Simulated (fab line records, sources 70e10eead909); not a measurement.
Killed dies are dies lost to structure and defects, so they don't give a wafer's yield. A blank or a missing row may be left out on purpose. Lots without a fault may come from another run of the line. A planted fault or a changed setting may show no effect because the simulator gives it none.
Chamber matching | flow nand_harc | NHARC_A_CHANNEL_HOLE_D2_DEP_01 on pecvd-03: 3 sister chambers
The step deposits SiON, target thk 140 nm. 3 wafers are shown with their chamber, then 10 later ones without.

WAFERS WITH THEIR CHAMBER
wafer  | chamber | heater_power_w (W)
L090.2 | 1       | 639
L094.1 | 2       | 640
L094.3 | 0       | 617

WAFERS WITHOUT THEIR CHAMBER
wafer  | heater_power_w (W)
L094.4 | 648
L095.1 | 734
L095.3 | 655
L095.4 | 721
L093.2 | 721
L093.4 | 717
L093.6 | 714
L096.1 | 742
L096.4 | 658
L096.6 | 740

WHICH CHAMBER EACH WENT THROUGH
wafer  | from the rows above          | in truth
L094.4 | can't be placed: 2 or 1 or 0 | 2
L095.1 | can't be placed: 2 or 1 or 0 | 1
L095.3 | can't be placed: 2 or 1 or 0 | 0
L095.4 | can't be placed: 2 or 1 or 0 | 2
L093.2 | can't be placed: 2 or 1 or 0 | 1
L093.4 | can't be placed: 2 or 1 or 0 | 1
L093.6 | can't be placed: 2 or 1 or 0 | 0
L096.1 | can't be placed: 2 or 1 or 0 | 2
L096.4 | can't be placed: 2 or 1 or 0 | 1
L096.6 | can't be placed: 2 or 1 or 0 | 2
Placed correctly: 0 of 10. Can't be placed from these rows: 10 (the true chamber is among the candidates in 10). Placed wrongly: 0.
How it was worked out, from the rows above alone: a wafer's distance from a chamber is the root of the sum, over the readings, of the square of ((its reading less the chamber's mean) divided by the reading's scatter). The wafer belongs to the nearest chamber; if the next one is less than 2 further off, it can't be placed. A chamber's mean is the mean of its shown wafers. The scatter: with one shown wafer a chamber, the root of the mean of the squares of how far each hidden wafer lies from its nearest shown one.
